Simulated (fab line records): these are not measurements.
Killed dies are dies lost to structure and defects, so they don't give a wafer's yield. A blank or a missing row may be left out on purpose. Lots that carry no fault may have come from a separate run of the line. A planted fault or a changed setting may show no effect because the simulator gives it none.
Which of the tools did it? ; flow n5Finfet ; 24 lots, 72 wafers sampled, at 4 steps of a route of 1938

WHAT EACH GAUGE READ, for each wafer
N5_SD_EPI_N_INSPECT_11: inspects for defects (macro). Usual: rawDefectCount 2.0, standard deviation 1.4.
lot;measured;on;rawDefectCount;flag
L074;day 3 06:10;defectInspect-01;3 2 2;
L075;day 3 08:39;defectInspect-01;1 3 3;
L076;day 3 13:28;defectInspect-01;2 4 1;
L077;day 3 19:16;defectInspect-01;7 3 0;
L078;day 4 01:04;defectInspect-01;1 5 0;
L079;day 4 07:11;defectInspect-02;2 3 1;
L080;day 4 12:47;defectInspect-01;3 2 1;
L081;day 4 18:11;defectInspect-02;2 0 1;
L082;day 5 00:46;defectInspect-01;2 1 3;
L083;day 5 08:05;defectInspect-02;4 2 6;
L084;day 5 16:35;defectInspect-01;0 0 2;
L085;day 5 21:54;defectInspect-02;2 2 1;
L086;day 6 01:08;defectInspect-01;1 1 2;
L087;day 6 05:31;defectInspect-02;2 2 2;
L088;day 6 13:28;defectInspect-02;1 5 3;
L089;day 6 19:02;defectInspect-02;4 0 1;
L090;day 6 23:46;defectInspect-01;1 3 5;
L091;day 7 09:45;defectInspect-01;2 0 1;
L092;day 7 17:59;defectInspect-02;2 0 4;
L093;day 7 18:26;defectInspect-02;3 5 0;
L094;day 8 05:01;defectInspect-01;1 3 2;
L095;day 8 07:58;defectInspect-01;2 2 2;
L096;day 8 14:38;defectInspect-02;1 3 1;
L097;day 8 17:33;defectInspect-01;1 3 0;

N5_ILD0_THK_MEAS_13. Usual: thkNm 17.5 nm, standard deviation 0.86.
lot;measured;on;thkNm (nm);flag
L074;day 3 22:14;filmMetro-02;16.7 16.4 16.2;
L075;day 4 02:44;filmMetro-02;18.9 18.8 18.8;
L076;day 4 05:25;filmMetro-01;18.6 19.4 18.2;
L077;day 4 11:35;filmMetro-01;18.3 19.2 17.3;
L078;day 4 17:20;filmMetro-01;17.9 18.3 18.0;
L079;day 4 23:55;filmMetro-01;16.7 15.6 17.4;
L080;day 5 05:03;filmMetro-01;17.1 19.1 17.0;
L081;day 5 10:19;filmMetro-01;18.5 17.3 17.0;
L082;day 5 16:50;filmMetro-02;17.2 17.3 17.2;
L083;day 5 23:29;filmMetro-02;17.7 16.7 18.4;
L084;day 6 10:52;filmMetro-02;18.1 18.3 18.1;
L085;day 6 13:07;filmMetro-01;18.1 17.3 16.8;
L086;day 6 16:59;filmMetro-01;16.5 16.4 16.1;
L087;day 6 22:31;filmMetro-01;17.9 18.0 17.9;
L088;day 7 06:44;filmMetro-01;17.4 15.8 16.6;
L089;day 7 13:13;filmMetro-02;17.4 17.1 17.4;
L090;day 7 16:29;filmMetro-01;17.4 17.4 18.0;
L091;day 8 02:05;filmMetro-01;17.7 17.2 16.0;
L092;day 8 09:45;filmMetro-02;17.5 16.1 17.7;
L093;day 8 11:58;filmMetro-01;17.3 17.3 16.4;
L094;day 8 22:20;filmMetro-01;19.1 18.0 17.6;
L095;day 9 00:30;filmMetro-02;17.4 17.7 18.1;
L096;day 9 06:19;filmMetro-01;17.3 18.1 17.7;
L097;day 9 08:58;filmMetro-01;17.9 16.7 17.5;

WHAT TOOL EACH LOT RAN ON (gives the tool, then ch and the chambers of the sampled wafers, and finally the start)
lot;N5_SD_EPI_N_ETCH_34;N5_ILD0_CMP_03
L074;rieDiel-01 ch 1,2, day 3 06:14;cmp-03 ch 0,2,3, day 3 18:25
L075;rieDiel-03 ch 0,1,3, day 3 08:43;cmp-03 ch 0,1,3, day 3 22:43
L076;rieDiel-03 ch 1,2,3, day 3 13:39;cmp-02 ch 1,2,3, day 4 01:12
L077;rieDiel-03 ch 0,1,3, day 3 19:26;cmp-03 ch 0,1,3, day 4 07:46
L078;rieDiel-02 ch 0,1,3, day 4 01:19;cmp-02 ch 1,2, day 4 13:04
L079;rieDiel-02 ch 1,2, day 4 07:35;cmp-02 ch 0,1, day 4 19:52
L080;rieDiel-01 ch 0,3, day 4 12:52;cmp-02 ch 0,1, day 5 01:13
L081;rieDiel-01 ch 0,1,3, day 4 18:44;cmp-02 ch 2,3, day 5 06:31
L082;rieDiel-01 ch 1,2,3, day 5 00:50;cmp-02 ch 0,3, day 5 12:40
L083;rieDiel-03 ch 0,2,3, day 5 08:19;cmp-02 ch 0,1,3, day 5 19:44
L084;rieDiel-02 ch 0,1,3, day 5 17:02;cmp-03 ch 0,1, day 6 06:44
L085;rieDiel-02 ch 1,3, day 5 21:58;cmp-01 ch 0,3, day 6 09:17
L086;rieDiel-02 ch 0,3, day 6 01:38;cmp-03 ch 1,2,3, day 6 13:03
L087;rieDiel-03 ch 2,3, day 6 05:35;cmp-01 ch 1,2, day 6 18:41
L088;rieDiel-01 ch 0,2,3, day 6 13:32;cmp-02 ch 0,1,3, day 7 02:53
L089;rieDiel-03 ch 0,1,2, day 6 19:07;cmp-01 ch 0,1,2, day 7 08:52
L090;rieDiel-03 ch 1,2, day 7 00:06;cmp-03 ch 0,2,3, day 7 12:44
L091;rieDiel-03 ch 0,1,3, day 7 09:49;cmp-03 ch 0,2, day 7 22:04
L092;rieDiel-01 ch 1,2,3, day 7 18:05;cmp-03 ch 1,2,3, day 8 05:56
L093;rieDiel-02 ch 0,1,2, day 7 18:30;cmp-02 ch 1,2,3, day 8 07:35
L094;rieDiel-03 ch 1,2,3, day 8 05:05;cmp-02 ch 0,2,3, day 8 18:34
L095;rieDiel-01 ch 0,3, day 8 08:02;cmp-03 ch 0,1,2, day 8 19:56
L096;rieDiel-02 ch 1,2,3, day 8 14:46;cmp-02 ch 0,1, day 9 02:31
L097;rieDiel-03 ch 2,3, day 8 17:37;cmp-01 ch 1,2,3, day 9 05:08
- N5_SD_EPI_N_ETCH_34: etches SiARC in CF4, target depth 45.5 nm, time 75.8 s.
- N5_ILD0_CMP_03: polishes, stops on SiNx, t overpolish 1.9 s, target thk 197.38 nm.

AS READ BY THE TOOLS THEMSELVES (means over the sampled wafers that have a number; for cases with no such wafer, the mark the record gives instead)
N5_SD_EPI_N_ETCH_34. Usual: drypumpMotorCurrentA is 5.9 A with standard deviation 0.45, etchRfOnTimeS is 75.5 s with standard deviation 1, mfcArSccm is 100.0 sccm with standard deviation 0.33, oesProductAu is 0.66 a.u. with standard deviation 0.071, rfVppV is 184.1 V with standard deviation 1.3, showerheadPlenumPTorr is 2.14 Torr with standard deviation 0.067, and throttleValvePct is 15.51 % with standard deviation 0.24.
lot;tool;drypumpMotorCurrentA (A);etchRfOnTimeS (s);mfcArSccm (sccm);oesProductAu (a.u.);rfVppV (V);showerheadPlenumPTorr (Torr);throttleValvePct (%);flag
L074;rieDiel-01;5.8;75.6;100.0;0.61;184.1;2.12;15.61;
L075;rieDiel-03;6.1;75.6;99.8;0.62;184.3;2.16;15.62;
L076;rieDiel-03;6.2;75.5;99.9;0.63;184.6;2.13;15.63;
L077;rieDiel-03;6.1;76.5;99.8;0.62;184.7;2.15;15.64;
L078;rieDiel-02;5.4;74.6;99.9;0.69;183.3;2.13;15.39;
L079;rieDiel-02;5.1;75.0;99.7;0.61;183.7;2.10;15.73;
L080;rieDiel-01;6.2;75.6;99.7;0.67;184.8;2.22;15.36;
L081;rieDiel-01;6.1;75.0;99.8;0.74;185.4;2.19;15.31;
L082;rieDiel-01;5.9;74.6;100.1;0.76;185.2;2.17;15.26;
L083;rieDiel-03;6.3;76.2;100.0;0.61;182.8;2.09;15.64;
L084;rieDiel-02;5.4;74.8;100.1;0.67;183.0;2.12;15.41;
L085;rieDiel-02;5.2;75.5;99.8;0.64;183.5;2.08;15.55;
L086;rieDiel-02;5.7;76.0;99.7;0.70;184.1;2.17;15.43;
L087;rieDiel-03;6.4;75.7;99.9;0.62;182.7;2.07;15.66;
L088;rieDiel-01;6.0;75.1;100.1;0.67;184.4;2.20;15.34;
L089;rieDiel-03;6.2;75.9;100.2;0.61;184.0;2.12;15.54;
L090;rieDiel-03;6.0;75.0;99.8;0.62;184.8;2.15;15.56;
L091;rieDiel-03;6.1;76.3;100.2;0.60;184.3;2.15;15.69;
L092;rieDiel-01;5.9;74.8;100.2;0.72;183.9;2.16;15.31;
L093;rieDiel-02;5.3;75.8;99.8;0.69;183.4;2.13;15.49;
L094;rieDiel-03;6.2;75.8;99.7;0.61;183.8;2.12;15.68;
L095;rieDiel-01;6.2;73.9;100.4;0.80;185.2;2.21;15.09;
L096;rieDiel-02;5.4;75.2;99.9;0.69;183.9;2.13;15.63;
L097;rieDiel-03;6.3;76.6;100.0;0.59;184.1;2.09;15.83;

N5_ILD0_CMP_03. Usual: motorCurrentA 12.8 A, standard deviation 1.2; overpolishRunS 1.900 s, standard deviation 0.0091; timeToEndpointS 68 s, standard deviation 3.2.
lot;tool;motorCurrentA (A);overpolishRunS (s);timeToEndpointS (s);flag
L074;cmp-03;11.9;1.904;62;
L075;cmp-03;12.4;1.893;65;
L076;cmp-02;12.9;1.894;71;
L077;cmp-03;12.4;1.905;67;
L078;cmp-02;13.8;1.901;70;
L079;cmp-02;14.2;1.896;73;
L080;cmp-02;13.8;1.901;72;
L081;cmp-02;13.2;1.897;72;
L082;cmp-02;13.6;1.905;71;
L083;cmp-02;13.5;1.908;69;
L084;cmp-03;13.5;1.901;69;
L085;cmp-01;12.5;1.900;68;
L086;cmp-03;11.2;1.899;68;
L087;cmp-01;13.1;1.905;66;
L088;cmp-02;12.9;1.896;68;
L089;cmp-01;13.2;1.901;66;
L090;cmp-03;11.8;1.908;65;
L091;cmp-03;11.4;1.900;64;
L092;cmp-03;11.3;1.896;63;
L093;cmp-02;13.3;1.894;66;
L094;cmp-02;13.2;1.903;69;
L095;cmp-03;12.4;1.897;67;
L096;cmp-02;13.1;1.900;66;
L097;cmp-01;12.9;1.910;68;

THE ANSWER, worked out from the rows above alone
Rule: a lot counts as off when the mean over its wafers that have a number is more than 3 standard deviations away from the usual mean. Also off: a lot with no number at a reading for which 4 or more lots have one. All remaining lots with rows at the step are treated as sound. Order of review: gauges by route order, followed by the tools' own readings, for which a lot's mean as printed above is used. At the first step where some lot is off, the reading lying furthest off is the one used; lots without a number count as furthest.
Nothing can be told from this: no lot is off at any reading shown.

WHAT WAS PUT IN BY THE SIMULATOR
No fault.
